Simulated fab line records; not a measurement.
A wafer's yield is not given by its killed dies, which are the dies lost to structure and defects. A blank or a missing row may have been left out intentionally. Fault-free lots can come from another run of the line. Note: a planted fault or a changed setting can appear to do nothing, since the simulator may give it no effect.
fab line records	flow nand_harc
record lots=6	wafers=17	last_day=26
route steps=1159 shown P_M1@299 END@1159
lots that met no fault: from a run of the same line without faults
start_h: start of the lot's first displayed wafer, in hours after the record's first day	wait_h: time in hours since the lot's previous step	" same as the row above	L1.1+2: a row that stands for several wafers	- either no value or no given start	* or withheld: withheld	< > ~ a bound
route shown NAME@n: NAME is a module with steps in the file, n the number in the route of the first one	usual: mean and standard deviation over wafers with no fault	same: alike in all rows	chamber/n: place in a boat	sites: the reading at each site	_std_site: the values' standard deviation	_edge_site: inner sites' mean taken away from outer sites' mean	radius_mm: how far each site lies from the wafer's centre	mask NAME#n: copy n	behind: the tool/chamber that last shaped the wafer	hold: cause of the lot's hold/its duration in hours/its outcome	device: names the non-switching transistor (n, p or np)	end of line: tests of these same wafers at the route's end	a step without rows: its recipe alone	killed: not the wafer's yield, but the dies lost to structure and defects at the first sort	map: dies across one wafer; x = killed, . = not, _ = none there
set.NAME: the setting the step ran with; set.NAME@STEP: the setting that earlier step ran with	model.NAME: the simulator's own value behind a step, which no gauge read
lots at selected steps of the route; one table per step, one row per wafer
services: from which hour (start_h, from the record's first day; less than 0 if before it) a tool's chamber was out of use, for how many hours, and why
## steps
# step NHARC_P_M1_ETCH_35
# recipe target_depth_a=400	overetch_a=120	time_s=43.94	ion_energy_ev=200	n2_flow_sccm=150	h2_flow_sccm=150	ar_flow_sccm=0	rf_w=400	bias_w=150	chemistry=N2/H2
# usual drypump_motor_current_A=5.8/0.44	oes_product_au=0.996/0.013	rf_vpp_V=431.1/2.5	showerhead_plenum_p_Torr=2.06/0.086	throttle_valve_pct=14.170/0.0087
lot.wafer	tool	chamber	start_h	wait_h	drypump_motor_current_A	oes_product_au	rf_hours_counter_h	rf_vpp_V	showerhead_plenum_p_Torr	throttle_valve_pct
L429.3	rie_diel-02	2	160.12	0.1	5.4	0.985	0	431.4	2.01	14.183
L429.2	"	3	"	"	6.1	0.982	0	427.0	1.92	14.158
L429.6	"	1	"	"	6.1	1.013	-	429.5	2.00	14.168
L434.2	rie_diel-02	0	195.51	0.1	5.7	0.994	1	431.5	2.08	14.153
L434.1	"	1	"	"	6.2	1.005	1	429.0	2.00	14.173
L434.5	"	1	"	"	6.2	1.010	-	430.4	2.00	14.178
L438.4	rie_diel-09	0	211.84	0.1	5.3	0.986	-	433.8	2.13	14.173
L438.3	"	1	"	"	6.5	0.980	-	432.2	2.12	14.157
L443.2	rie_diel-02	2	234.22	0.1	5.4	0.990	2	429.9	2.01	14.164
L443.3	"	0	"	"	5.7	1.024	2	432.3	2.08	14.175
L443.5	"	3	"	"	6.1	0.983	-	426.3	1.92	14.169
L441.4	rie_diel-05	3	243.99	0.1	4.9	1.006	3	433.7	2.13	14.189
L441.1	"	0	"	"	5.6	1.009	3	427.5	1.92	14.170
L441.6	"	0	"	"	5.6	1.013	-	427.3	1.93	14.166
L446.3	rie_diel-02	3	259.75	0.1	6.0	0.987	3	426.8	1.92	14.163
L446.4	"	0	"	"	5.7	1.010	3	431.3	2.08	14.168
L446.5	"	1	"	"	6.2	1.012	-	429.2	2.00	14.160
# step NHARC_P_M1_ETCH_15
# recipe target_depth_a=1825	time_s=91.2	c4f8_flow_sccm=withheld	ar_flow_sccm=400	rf_w=600	bias_w=300	chemistry=C4F8/Ar
# usual oes_product_au=0.954/0.02	rf_vpp_V=441.4/2.5
lot.wafer	tool	chamber	start_h	wait_h	oes_product_au	rf_hours_counter_h	rf_vpp_V
L429.3	rie_diel-02	0	-	-	0.964	0	442.0
L429.2	"	3	"	"	0.971	0	439.4
L429.6	"	1	"	"	0.979	-	440.8
L434.2	rie_diel-02	1	-	-	0.987	1	438.6
L434.1	"	0	"	"	0.970	1	439.9
L434.5	"	1	"	"	0.991	-	440.0
L438.4	rie_diel-09	1	211.98	0.1	0.938	-	443.4
L438.3	"	0	"	"	0.933	-	444.6
L443.2	rie_diel-02	2	-	-	0.944	2	440.7
L443.3	"	3	"	"	0.930	2	437.0
L443.5	"	1	"	"	0.948	-	439.4
L441.4	rie_diel-05	1	-	-	0.982	3	443.6
L441.1	"	0	"	"	0.977	3	440.4
L441.6	"	2	"	"	0.984	-	444.2
L446.3	rie_diel-02	2	-	-	0.927	3	441.0
L446.4	"	1	"	"	0.951	3	439.4
L446.5	"	2	"	"	0.944	-	440.0
# step NHARC_P_M1_CD_MEAS_16
# usual cd_nm=129.3/1.1
lot.wafer	tool	chamber	start_h	wait_h	cd_nm
L429.2	cd_sem-01	-	160.34	-	129.7
L429.3	"	-	"	"	131.2
L429.6	"	-	"	"	129.6
L434.1	cd_sem-03	-	195.73	-	127.5
L434.2	"	-	"	"	128.9
L434.5	"	-	"	"	127.5
L438.3	cd_sem-01	-	212.13	0.1	129.9
L438.4	"	-	"	"	131.1
L443.2	cd_sem-01	-	234.44	-	129.2
L443.3	"	-	"	"	129.0
L443.5	"	-	"	"	130.3
L441.1	cd_sem-02	-	244.21	-	129.9
L441.4	"	-	"	"	129.0
L441.6	"	-	"	"	127.6
L446.3	cd_sem-03	-	259.97	-	130.8
L446.4	"	-	"	"	129.9
L446.5	"	-	"	"	129.3
# step NHARC_P_M1_STRIP_18
# recipe power_w=1000	n2_flow_sccm=150	h2_flow_sccm=150	ar_flow_sccm=0	bias_w=0	chemistry=N2/H2
# step NHARC_P_M1_ETCH_28
# recipe target_depth_a=300	over_etch_frac=0.3	time_s=72.99	ion_energy_ev=150	cf4_flow_sccm=50	n2_flow_sccm=100	ar_flow_sccm=150	rf_w=300	bias_w=100	chemistry=CF4/N2
# usual drypump_motor_current_A=5.9/0.48	oes_product_au=0.998/0.014	rf_vpp_V=314.9/1.9	showerhead_plenum_p_Torr=2.67/0.11	throttle_valve_pct=19.792/0.009
lot.wafer	tool	chamber	start_h	wait_h	drypump_motor_current_A	oes_product_au	rf_hours_counter_h	rf_vpp_V	showerhead_plenum_p_Torr	throttle_valve_pct
L429.3	rie_diel-09	0	-	-	5.3	0.991	6	316.9	2.74	19.785
L429.2	"	3	"	"	5.5	1.020	6	315.9	2.77	19.791
L429.6	"	0	"	"	5.3	0.980	-	317.3	2.74	19.770
L434.2	rie_diel-05	2	-	-	6.3	1.001	1	315.0	2.72	19.781
L434.1	"	3	"	"	5.0	1.006	1	316.3	2.74	19.781
L434.5	"	0	"	"	5.6	1.023	-	311.6	2.49	19.790
L438.3	rie_diel-02	3	-	-	6.1	0.970	2	310.0	2.48	19.779
L438.4	"	2	"	"	5.4	0.981	1	315.6	2.59	19.796
L443.3	rie_diel-09	1	-	-	6.6	0.981	10	315.6	2.72	19.786
L443.2	"	2	"	"	6.2	0.984	10	316.2	2.77	19.794
L443.5	"	1	"	"	6.6	0.978	-	317.4	2.72	19.789
L441.1	rie_diel-02	3	-	-	6.1	0.979	3	311.4	2.48	19.782
L441.4	"	0	"	"	5.7	1.005	2	315.6	2.67	19.796
L441.6	"	3	"	"	6.1	0.981	-	311.9	2.48	19.780
L446.3	rie_diel-05	2	-	-	6.3	1.010	5	315.5	2.72	19.787
L446.4	"	3	"	"	5.0	1.024	5	316.2	2.73	19.803
L446.5	"	2	"	"	6.3	1.006	-	315.6	2.72	19.790
# step NHARC_P_M1_STRIP_19
# recipe time_s=600	temp_c=30	chemistry=post_etch_residue_remover
# step NHARC_P_M1_DEGAS_29
# recipe temp_c=250	time_s=60
# step NHARC_P_M1_PRE_CLEAN_30
# recipe time_s=30	temp_c=280	gas=H2/He
# usual heater_power_w=404/36	susceptor_temp_C=279.99/0.18
lot.wafer	tool	chamber	start_h	wait_h	heater_power_w	susceptor_temp_C
L429.3	pvd_sputter-02	-	-	-	424	-
L429.2	"	-	"	"	427	-
L429.6	"	-	"	"	375	-
L434.2	pvd_sputter-03	-	-	-	421	280.18
L434.1	"	-	"	"	467	279.88
L434.5	"	-	"	"	410	280.28
L438.3	pvd_sputter-02	-	-	-	420	280.17
L438.4	"	-	"	"	322	279.94
L443.2	pvd_sputter-02	-	-	-	403	279.74
L443.3	"	-	"	"	430	280.01
L443.5	"	-	"	"	350	279.76
L441.1	pvd_sputter-03	-	-	-	416	280.23
L441.4	"	-	"	"	376	280.17
L441.6	"	-	"	"	463	280.24
L446.3	pvd_sputter-01	-	-	-	368	280.14
L446.4	"	-	"	"	439	279.84
L446.5	"	-	"	"	367	279.76
# step NHARC_P_M1_PVD_20
# recipe target_thk_a=50	bias_v=168.6	power_w=15000	chamber_pressure_pa=0.12	time_s=8.06	substrate_temp_c=50	material=TaN
# usual chamber_pressure_pa=0.12005/0.00025	throttle_valve_pct=30.2/1.1
lot.wafer	tool	chamber	start_h	wait_h	chamber_pressure_pa	throttle_valve_pct
L429.3	pvd_sputter-02	-	-	-	0.12018	29.1
L429.2	"	-	"	"	0.11998	28.3
L429.6	"	-	"	"	0.11979	29.0
L434.2	pvd_sputter-03	-	-	-	0.12049	30.5
L434.1	"	-	"	"	0.11973	31.1
L434.5	"	-	"	"	0.11994	30.6
L438.3	pvd_sputter-02	-	-	-	0.12	30.3
L438.4	"	-	"	"	0.12011	29.9
L443.2	pvd_sputter-02	-	-	-	0.12025	29.3
L443.3	"	-	"	"	0.12055	30.4
L443.5	"	-	"	"	0.11986	31.1
L441.4	pvd_sputter-03	-	-	-	0.11973	29.2
L441.1	"	-	"	"	0.11971	29.9
L441.6	"	-	"	"	0.1194	30.5
L446.3	pvd_sputter-01	-	-	-	0.12002	31.7
L446.4	"	-	"	"	0.11995	32.4
L446.5	"	-	"	"	0.11969	31.7
# step NHARC_P_M1_PVD_21
# recipe target_thk_a=300	chamber_pressure_pa=5	power_w=5000	substrate_temp_c=30	time_s=20.49	material=Cu
# step NHARC_P_M1_ECD_22
# recipe target_thk_a=4000	bath_temp_c=25	material=Cu
# step NHARC_P_M1_ANNEAL_31
# recipe temp_c=225	time_s=90
# step NHARC_P_M1_CMP_23
# recipe t_overpolish_s=20	target_thk_nm=157.82
# usual motor_current_A=11.7/1	time_to_endpoint_s=30/3.7
lot.wafer	tool	chamber	start_h	wait_h	motor_current_A	time_to_endpoint_s
L429.2	cmp-02	0	162.17	-	11.2	31
L429.3	"	1	"	"	11.7	37
L429.6	"	3	"	"	11.1	32
L434.2	cmp-04	2	197.57	-	13.0	28
L434.1	"	3	"	"	10.4	31
L434.5	"	3	"	"	10.7	32
L438.3	cmp-02	1	214.07	-	12.2	37
L438.4	"	2	"	"	10.9	28
L443.2	cmp-04	3	236.29	-	11.0	35
L443.3	"	1	"	"	12.7	37
L443.5	"	0	"	"	12.1	32
L441.1	cmp-02	0	246.07	-	11.2	37
L441.4	"	2	"	"	10.7	27
L441.6	"	3	"	"	11.2	29
L446.4	cmp-03	1	261.84	-	11.7	30
L446.3	"	2	"	"	13.7	31
L446.5	"	3	"	"	10.7	28
# step NHARC_P_M1_SRD_25
# step NHARC_P_M1_INSPECT_27
# usual raw_defect_count=317/130
lot.wafer	tool	chamber	start_h	wait_h	raw_defect_count
L429.2	defect_inspect-02	-	162.61	0.0	332
L429.3	"	-	"	"	370
L429.6	"	-	"	"	297
L434.1	defect_inspect-01	-	198.04	0.0	454
L434.2	"	-	"	"	327
L434.5	"	-	"	"	233
L438.3	defect_inspect-01	-	214.49	0.0	2244
L438.4	"	-	"	"	404
L443.2	defect_inspect-01	-	236.77	0.0	260
L443.3	"	-	"	"	258
L443.5	"	-	"	"	169
L441.1	defect_inspect-02	-	246.52	0.0	2307
L441.4	"	-	"	"	211
L441.6	"	-	"	"	277
L446.3	defect_inspect-01	-	262.25	0.0	206
L446.4	"	-	"	"	215
L446.5	"	-	"	"	227
# step NHARC_P_M1_PRE_CLEAN_32
# recipe time_s=12	temp_c=370	rf_power_w=300	gas=NH3
# step NHARC_END_SORT_01
# recipe temp_c=25
# usual defect_limited_yield=95.4/1.7	killed_at_array=27/12	killed_at_other=0.9/1.1	killed_at_periphery=3.2/2.4	killed_dies=31/12	killed_open=3.3/1.7	killed_short=2.0/1.6	sort_bin_2_pct=1.5/0.74	sort_bin_3_pct=0.25/0.22	sort_bin_4_pct=2.9/1.1	sort_n_pass=646/12	sort_rim_yield_pct=97.2/1.8	sort_yield_pct=95.4/1.7
# same gross_dies=677	sort_bin_5_pct[%]=0	sort_bin_6_pct[%]=0	sort_bin_7_pct[%]=0	sort_bin_8_pct[%]=0	sort_rim_n_gross=106.00
lot.wafer	tool	chamber	start_h	wait_h	defect_limited_yield[%]	killed_at_array	killed_at_other	killed_at_periphery	killed_dies	killed_open	killed_short	sort_bin_2_pct[%]	sort_bin_3_pct[%]	sort_bin_4_pct[%]	sort_n_pass	sort_rim_yield_pct[%]	sort_yield_pct[%]
L429.2	prober-02	0	564.29	2.8	95.9	13	1	14	28	4	2	1.5	0.15	2.5	649	100.0	95.9
L429.3	prober-02	0	565.09	3.1	96.9	10	0	11	21	3	5	0.6	0.15	2.4	656	97.2	96.9
L429.6	prober-02	0	567.47	4.0	97.0	9	0	11	20	0	1	0.7	0.15	2.1	657	98.1	97.0
L434.1	prober-02	0	579.01	2.5	92.5	46	0	5	51	4	1	2.4	0.59	4.6	626	99.1	92.5
L434.2	prober-02	0	579.82	2.8	93.4	40	0	5	45	1	3	2.8	0.30	3.5	632	94.3	93.4
L434.5	prober-02	0	582.25	3.7	94.2	38	0	1	39	5	0	2.1	0.15	3.5	638	100.0	94.2
L438.3	prober-02	0	596.30	3.1	0	27	2	648	677	1	1	1.5	96.01	2.5	0	0	0
L438.4	prober-02	0	597.10	3.4	94.5	35	1	1	37	4	5	1.9	0.44	3.1	640	99.1	94.5
L443.2	prober-01	0	603.29	2.8	97.3	16	0	2	18	5	1	0.1	0.15	2.4	659	96.2	97.3
L443.3	prober-01	0	604.10	3.1	97.3	17	0	1	18	4	1	0.9	0.15	1.6	659	99.1	97.3
L443.5	prober-01	0	605.71	3.7	96.9	18	1	2	21	4	3	0.7	0	2.4	656	97.2	96.9
L441.1	prober-01	0	610.32	2.5	0	50	1	626	677	4	2	2.5	92.47	5.0	0	0	0
L441.4	prober-01	0	612.72	3.4	92.5	49	0	2	51	4	0	2.4	0.30	4.9	626	97.2	92.5
L441.6	prober-01	0	614.33	4.0	90.8	57	2	3	62	5	2	3.1	0.44	5.6	615	95.3	90.8
L446.3	prober-02	0	627.62	3.1	96.3	22	0	3	25	5	0	1.5	0	2.2	652	97.2	96.3
L446.4	prober-02	0	628.42	3.4	95.4	29	1	1	31	4	1	1.5	0.15	3.0	646	99.1	95.4
L446.5	prober-02	0	629.23	3.7	95.3	31	0	1	32	3	3	1.3	0.30	3.1	645	96.2	95.3
# killed by level:class
L429.2 A_CHANNEL_HOLE_D1:chamber_film_flake=7 P_M1:chamber_film_flake=6 P_CONTACT:chamber_film_flake=4 A_CONTACT:geometric_particle:open=2 P_STI:chamber_film_flake=2 A_CONTACT:chamber_film_flake=2 P_STI:geometric_particle:open=1 P_GATE:geometric_particle:short=1
L429.3 P_CONTACT:chamber_film_flake=4 P_M1:chamber_film_flake=3 A_ZERO_WELL:chamber_film_flake=3 A_WL_FILL:geometric_particle:short=2 P_STI:chamber_film_flake=2 P_M0:geometric_particle:short=1 P_M2:geometric_particle:open=1 A_CHANNEL_HOLE_D1:geometric_particle:short=1
L429.6 P_CONTACT:chamber_film_flake=7 P_GATE:chamber_film_flake=2 P_M1:chamber_film_flake=2 A_ZERO_WELL:chamber_film_flake=2 A_CHANNEL_HOLE_D1:chamber_film_flake=2 A_WL_FILL:chamber_film_flake=2 A_CONTACT:chamber_film_flake=2 A_CONTACT:geometric_particle:short=1
L434.1 A_CHANNEL_HOLE_D1:chamber_film_flake=20 A_SLIT:chamber_film_flake=15 A_STAIRCASE:chamber_film_flake=4 A_CHANNEL_FILL_D1:chamber_film_flake=2 A_CONTACT:chamber_film_flake=2 P_CONTACT:geometric_particle:open=1 P_M0:geometric_particle:open=1 P_M1:geometric_particle:open=1
L434.2 A_CHANNEL_HOLE_D1:chamber_film_flake=19 A_SLIT:chamber_film_flake=10 A_STAIRCASE:chamber_film_flake=6 P_GATE:chamber_film_flake=3 A_ONON_D1:geometric_particle:short=2 P_M1:geometric_particle:open=1 A_CHANNEL_FILL_D1:geometric_particle:short=1 P_M2:chamber_film_flake=1
L434.5 A_CHANNEL_HOLE_D1:chamber_film_flake=20 A_SLIT:chamber_film_flake=10 A_STAIRCASE:chamber_film_flake=4 A_CONTACT:geometric_particle:open=3 P_M1:geometric_particle:open=1 A_M0:geometric_particle:open=1
L438.3 P_M1:area_cmp=648 A_CHANNEL_HOLE_D1:chamber_film_flake=21 A_CONTACT:chamber_film_flake=4 A_CHANNEL_HOLE_D1:geometric_particle:open=1 A_WL_FILL:geometric_particle:short=1 HYBRID_BOND:chamber_film_flake=1 THIN_TSV:chamber_film_flake=1
L438.4 A_CHANNEL_HOLE_D1:chamber_film_flake=24 A_STAIRCASE:chamber_film_flake=3 A_ONON_D1:geometric_particle:short=2 A_WL_FILL:geometric_particle:open=2 P_GATE:geometric_particle:open=1 A_CHANNEL_FILL_D1:geometric_particle:short=1 A_CONTACT:geometric_particle:open=1 A_M0:geometric_particle:short=1
L443.2 A_CHANNEL_HOLE_D1:chamber_film_flake=6 A_STAIRCASE:chamber_film_flake=3 A_WL_FILL:chamber_film_flake=2 P_GATE:geometric_particle:open=1 P_CONTACT:geometric_particle:open=1 A_STAIRCASE:geometric_particle:open=1 A_WL_FILL:geometric_particle:short=1 A_M0:geometric_particle:open=1
L443.3 A_CHANNEL_HOLE_D1:chamber_film_flake=6 A_STAIRCASE:chamber_film_flake=2 A_WL_FILL:chamber_film_flake=2 A_SOURCE_PLATE:geometric_particle:open=1 A_ONON_D1:geometric_particle:open=1 A_ONON_D1:geometric_particle:short=1 A_CHANNEL_HOLE_D1:geometric_particle:open=1 A_SGD_CUT:geometric_particle:open=1
L443.5 A_STAIRCASE:chamber_film_flake=6 A_CHANNEL_HOLE_D1:chamber_film_flake=5 A_CHANNEL_FILL_D1:geometric_particle:open=2 P_M0:geometric_particle:open=1 A_CHANNEL_FILL_D1:geometric_particle:short=1 A_SGD_CUT:geometric_particle:short=1 A_M0:geometric_particle:open=1 STARTING-WAFER:geometric_particle:short=1
L441.1 P_M1:area_cmp=623 A_SLIT:chamber_film_flake=22 A_CHANNEL_HOLE_D1:chamber_film_flake=19 A_CONTACT:chamber_film_flake=3 A_CONTACT:geometric_particle:open=2 P_STI:geometric_particle:short=1 P_M0:geometric_particle:open=1 A_SOURCE_PLATE:geometric_particle:open=1
L441.4 A_SLIT:chamber_film_flake=24 A_CHANNEL_HOLE_D1:chamber_film_flake=15 A_STAIRCASE:chamber_film_flake=5 P_CONTACT:geometric_particle:open=1 A_SGD_CUT:geometric_particle:open=1 A_CONTACT:geometric_particle:open=1 A_M0:geometric_particle:open=1 P_ZERO_WELL:chamber_film_flake=1
L441.6 A_CHANNEL_HOLE_D1:chamber_film_flake=26 A_SLIT:chamber_film_flake=19 A_CONTACT:chamber_film_flake=5 P_ZERO_WELL:chamber_film_flake=2 A_CHANNEL_FILL_D1:chamber_film_flake=2 P_CONTACT:geometric_particle:open=1 A_SOURCE_PLATE:geometric_particle:short=1 A_CHANNEL_FILL_D1:geometric_particle:open=1
L446.3 A_STAIRCASE:chamber_film_flake=7 A_CHANNEL_HOLE_D1:chamber_film_flake=6 A_CONTACT:chamber_film_flake=5 A_M1:geometric_particle:open=2 P_CONTACT:geometric_particle:open=1 P_M0:geometric_particle:open=1 A_CONTACT:geometric_particle:open=1 P_STI:chamber_film_flake=1
L446.4 A_CHANNEL_HOLE_D1:chamber_film_flake=13 A_STAIRCASE:chamber_film_flake=6 A_CONTACT:chamber_film_flake=4 P_CONTACT:geometric_particle:open=1 A_ONON_D1:geometric_particle:open=1 A_CHANNEL_HOLE_D1:geometric_particle:short=1 A_WL_FILL:geometric_particle:open=1 A_CONTACT:geometric_particle:open=1
L446.5 A_CHANNEL_HOLE_D1:chamber_film_flake=13 A_STAIRCASE:chamber_film_flake=9 A_CONTACT:chamber_film_flake=4 A_ONON_D1:geometric_particle:open=2 P_M0:geometric_particle:open=1 A_CHANNEL_FILL_D1:geometric_particle:short=1 A_SGD_CUT:geometric_particle:short=1 A_CONTACT:geometric_particle:short=1
# map L438.3 (x killed, . not)
____________x____________
_________xxxxxxx_________
_______xxxxxxxxxxx_______
______xxxxxxxxxxxxx______
_____xxxxxxxxxxxxxxx_____
____xxxxxxxxxxxxxxxxx____
____xxxxxxxxxxxxxxxxx____
___xxxxxxxxxxxxxxxxxxx___
___xxxxxxxxxxxxxxxxxxx___
__xxxxxxxxxxxxxxxxxxxxx__
__xxxxxxxxxxxxxxxxxxxxx__
_xxxxxxxxxxxxxxxxxxxxxxx_
_xxxxxxxxxxxxxxxxxxxxxxx_
_xxxxxxxxxxxxxxxxxxxxxxx_
_xxxxxxxxxxxxxxxxxxxxxxx_
_xxxxxxxxxxxxxxxxxxxxxxx_
xxxxxxxxxxxxxxxxxxxxxxxxx
xxxxxxxxxxxxxxxxxxxxxxxxx
xxxxxxxxxxxxxxxxxxxxxxxxx
xxxxxxxxxxxxxxxxxxxxxxxxx
xxxxxxxxxxxxxxxxxxxxxxxxx
_xxxxxxxxxxxxxxxxxxxxxxx_
_xxxxxxxxxxxxxxxxxxxxxxx_
_xxxxxxxxxxxxxxxxxxxxxxx_
_xxxxxxxxxxxxxxxxxxxxxxx_
_xxxxxxxxxxxxxxxxxxxxxxx_
__xxxxxxxxxxxxxxxxxxxxx__
__xxxxxxxxxxxxxxxxxxxxx__
___xxxxxxxxxxxxxxxxxxx___
___xxxxxxxxxxxxxxxxxxx___
____xxxxxxxxxxxxxxxxx____
____xxxxxxxxxxxxxxxxx____
_____xxxxxxxxxxxxxxx_____
______xxxxxxxxxxxxx______
_______xxxxxxxxxxx_______
_________xxxxxxx_________
____________x____________
# map L441.1 (x killed, . not)
____________x____________
_________xxxxxxx_________
_______xxxxxxxxxxx_______
______xxxxxxxxxxxxx______
_____xxxxxxxxxxxxxxx_____
____xxxxxxxxxxxxxxxxx____
____xxxxxxxxxxxxxxxxx____
___xxxxxxxxxxxxxxxxxxx___
___xxxxxxxxxxxxxxxxxxx___
__xxxxxxxxxxxxxxxxxxxxx__
__xxxxxxxxxxxxxxxxxxxxx__
_xxxxxxxxxxxxxxxxxxxxxxx_
_xxxxxxxxxxxxxxxxxxxxxxx_
_xxxxxxxxxxxxxxxxxxxxxxx_
_xxxxxxxxxxxxxxxxxxxxxxx_
_xxxxxxxxxxxxxxxxxxxxxxx_
xxxxxxxxxxxxxxxxxxxxxxxxx
xxxxxxxxxxxxxxxxxxxxxxxxx
xxxxxxxxxxxxxxxxxxxxxxxxx
xxxxxxxxxxxxxxxxxxxxxxxxx
xxxxxxxxxxxxxxxxxxxxxxxxx
_xxxxxxxxxxxxxxxxxxxxxxx_
_xxxxxxxxxxxxxxxxxxxxxxx_
_xxxxxxxxxxxxxxxxxxxxxxx_
_xxxxxxxxxxxxxxxxxxxxxxx_
_xxxxxxxxxxxxxxxxxxxxxxx_
__xxxxxxxxxxxxxxxxxxxxx__
__xxxxxxxxxxxxxxxxxxxxx__
___xxxxxxxxxxxxxxxxxxx___
___xxxxxxxxxxxxxxxxxxx___
____xxxxxxxxxxxxxxxxx____
____xxxxxxxxxxxxxxxxx____
_____xxxxxxxxxxxxxxx_____
______xxxxxxxxxxxxx______
_______xxxxxxxxxxx_______
_________xxxxxxx_________
____________x____________
## services
tool	chamber	start_h	hours	kind
rie_diel-02	-	150.70	9.0	pm
rie_diel-02	0	150.70	9.0	vent_cycle
rie_diel-02	1	150.70	9.0	vent_cycle
rie_diel-02	2	150.70	9.0	vent_cycle
rie_diel-02	3	150.70	9.0	vent_cycle
cmp-03	-	156.12	4.0	pm
pvd_sputter-01	-	158.02	10.0	pm
rie_diel-02	0	159.70	-	clean
rie_diel-02	1	159.70	-	clean
rie_diel-02	2	159.70	-	clean
rie_diel-05	-	163.60	9.0	pm
pvd_sputter-02	-	171.65	6.4	repair
rie_diel-05	3	180.60	3.5	repair
cmp-04	-	203.07	4.0	pm
rie_diel-09	2	203.33	9.9	repair
rie_diel-09	3	205.37	12.2	repair
cmp-04	-	208.22	0.2	repair
pvd_sputter-02	-	214.00	10.0	pm
cmp-02	-	226.50	4.0	pm
cmp-03	-	243.76	6.6	repair
rie_diel-05	0	246.01	4.7	repair
rie_diel-09	-	254.10	9.0	pm
cmp-03	-	254.12	4.0	pm
rie_diel-02	1	260.49	3.6	repair
## key
first_sign step=NHARC_P_M1_INSPECT_27	reading=raw_defect_count	direction=up	sigmas=15	usual=317	struck=2276
effect step=NHARC_END_SORT_01	reading=sort_bin_3_pct	direction=up	sigmas=99+	usual=0.25	struck=94.24
more_kills_born_at NHARC_P_M1_CMP_23@cmp-02=1271
met_at NHARC_P_M1_CMP_23
struck_wafers L438.3,L441.1
later_rows_left_out L438.3,L441.1
onset_between 162.17 214.07
fault kind=process_parameter_drift	tool=cmp-02	chamber=-	onset_h=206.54	steps=NHARC_P_M1_CMP_23	channel=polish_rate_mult	offset=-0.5	shape=step	end_h=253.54	scope=struck_wafers_only
# later_rows_left_out: the simulator's readings of these wafers behind a module that went badly wrong aren't trusted and aren't shown, but for the sort
